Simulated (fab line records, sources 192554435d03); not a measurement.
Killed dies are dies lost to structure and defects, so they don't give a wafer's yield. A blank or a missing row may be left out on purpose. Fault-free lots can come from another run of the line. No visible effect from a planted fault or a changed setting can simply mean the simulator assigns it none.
Commonality check across tools    flow n5Finfet    Sample size 9 lots and 27 wafers

WHY IT WAS OPENED
Flagged at N5_MOL_CONTACT_COAG_CD_MEAS_84: reading cdNm, on 2 of 9 lots. Fault-free wafers read 25.17 nm, with a standard deviation of 0.21.
Rule: a lot is flagged when every wafer of it that has a number lies more than 4 standard deviations from that mean, or none has a number. The rest of the lots are taken to be sound.

lot   measured      on        cdNm (nm), wafer by wafer  flag
L466  day 6 05:13   cdSem-01  25.40 25.52 25.41          
L467  day 6 09:16   cdSem-01  25.10 24.91 25.15          
L471  day 7 10:32   cdSem-01  25.00 25.43 25.30          
L472  day 7 14:22   cdSem-03  24.85 25.38 25.14          
L477  day 8 17:07   cdSem-03  24.99 24.54 24.88          
L478  day 9 01:39   cdSem-02  25.13 25.36 25.61          
L482  day 10 07:46  cdSem-01  22.75 22.45 22.24          FLAGGED
L483  day 10 07:49  cdSem-02  22.60 22.34 22.32          FLAGGED
L485  day 10 23:40  cdSem-01  25.28 25.45 25.22          
The mean of the flagged lots' numbers is 22.45 nm, -2.72 nm from the usual (-13 standard deviations).

TOOL THAT RAN EACH LOT
3 process steps preceding the reading are held in the record, out of 1938 steps in the route. Each cell gives the tool, then ch followed by the chambers the sampled wafers passed through, then the start.
lot   flag     N5_MOL_CONTACT_COAG_PRE_CLEAN_141  N5_MOL_CONTACT_COAG_CO_FILL_22   N5_MOL_CONTACT_COAG_EXPOSE_81
L466           pvdSputter-01, day 5 21:16         cvdCo-02 ch 1,2, day 5 21:27     euvScanner-02 ch 0, day 6 05:05
L467           pvdSputter-03, day 6 02:52         cvdCo-02 ch 0,1,2, day 6 03:10   euvScanner-02 ch 0, day 6 09:07
L471           pvdSputter-02, day 7 03:23         cvdCo-01 ch 0,1,2, day 7 03:34   euvScanner-01 ch 0, day 7 10:23
L472           pvdSputter-03, day 7 07:39         cvdCo-02 ch 0,2, day 7 07:50     euvScanner-01 ch 0, day 7 14:14
L477           pvdSputter-03, day 8 10:35         cvdCo-02 ch 0,1, day 8 10:51     euvScanner-01 ch 0, day 8 16:59
L478           pvdSputter-03, day 8 18:04         cvdCo-02 ch 0,1,2, day 8 18:14   euvScanner-01 ch 0, day 9 01:30
L482  FLAGGED  pvdSputter-02, day 9 21:07         cvdCo-01 ch 0,2, day 9 21:17     euvScanner-01 ch 0, day 10 07:38
L483  FLAGGED  pvdSputter-03, day 9 22:04         cvdCo-01 ch 0,1, day 9 22:20     euvScanner-01 ch 0, day 10 07:40
L485           pvdSputter-01, day 10 16:28        cvdCo-01 ch 0,1,2, day 10 16:39  euvScanner-02 ch 0, day 10 23:31
These steps, and what they do:
- N5_MOL_CONTACT_COAG_PRE_CLEAN_141: time 60 s.
- N5_MOL_CONTACT_COAG_CO_FILL_22: material Co, precursor CCTBA/H2, target thk 20 nm.
- N5_MOL_CONTACT_COAG_EXPOSE_81: exposes mask VG, defocus 0 nm.
- N5_MOL_CONTACT_COAG_CD_MEAS_84: target cd 25.1 nm.

FLAGGED AGAINST TOTAL, ONE TOOL AT A TIME (gauges that did the reading follow at the end)
step                               tool           lots run  flagged  share of the flagged lots  sound lots run after its first flagged lot
N5_MOL_CONTACT_COAG_PRE_CLEAN_141  pvdSputter-01  2         0        none                       -
N5_MOL_CONTACT_COAG_PRE_CLEAN_141  pvdSputter-02  2         1        some                       0
N5_MOL_CONTACT_COAG_PRE_CLEAN_141  pvdSputter-03  5         1        some                       0
N5_MOL_CONTACT_COAG_CO_FILL_22     cvdCo-01       4         2        all                        1 (L485)
N5_MOL_CONTACT_COAG_CO_FILL_22     cvdCo-02       5         0        none                       -
N5_MOL_CONTACT_COAG_EXPOSE_81      euvScanner-01  6         2        all                        0
N5_MOL_CONTACT_COAG_EXPOSE_81      euvScanner-02  3         0        none                       -
N5_MOL_CONTACT_COAG_CD_MEAS_84     cdSem-01       5         1        some                       1 (L485)
N5_MOL_CONTACT_COAG_CD_MEAS_84     cdSem-02       2         1        some                       0
N5_MOL_CONTACT_COAG_CD_MEAS_84     cdSem-03       2         0        none                       -

WHAT THE TABLE PERMITS
cvdCo-01 at N5_MOL_CONTACT_COAG_CO_FILL_22 and euvScanner-01 at N5_MOL_CONTACT_COAG_EXPOSE_81 are the 2 rows of the table that ran each flagged lot.
- cvdCo-01 at N5_MOL_CONTACT_COAG_CO_FILL_22 ran 4 lots, 2 of them flagged. Sound lots ran on it after the first flagged one (L485), which a lasting fault on the whole tool wouldn't allow.
- euvScanner-01 at N5_MOL_CONTACT_COAG_EXPOSE_81 ran 6 lots, 2 of them flagged. It ran its last sound lot, L478, at day 9 01:30 and its first flagged lot, L482, at day 10 07:38: a fault with its onset between the two fits. Its own readings (exposureDoseMJCm2) fall more than 4 standard deviations out on all wafers of the flagged lots.
Just one tool remains: euvScanner-01 at N5_MOL_CONTACT_COAG_EXPOSE_81.

WHAT HAD BEEN PUT IN BY THE SIMULATOR
Process parameters drifting: euvScanner-01 at N5_MOL_CONTACT_COAG_EXPOSE_81, beginning at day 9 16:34. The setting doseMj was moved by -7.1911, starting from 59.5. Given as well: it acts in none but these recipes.
Struck lots among those shown: L482, L483. The rule above reached the same finding.
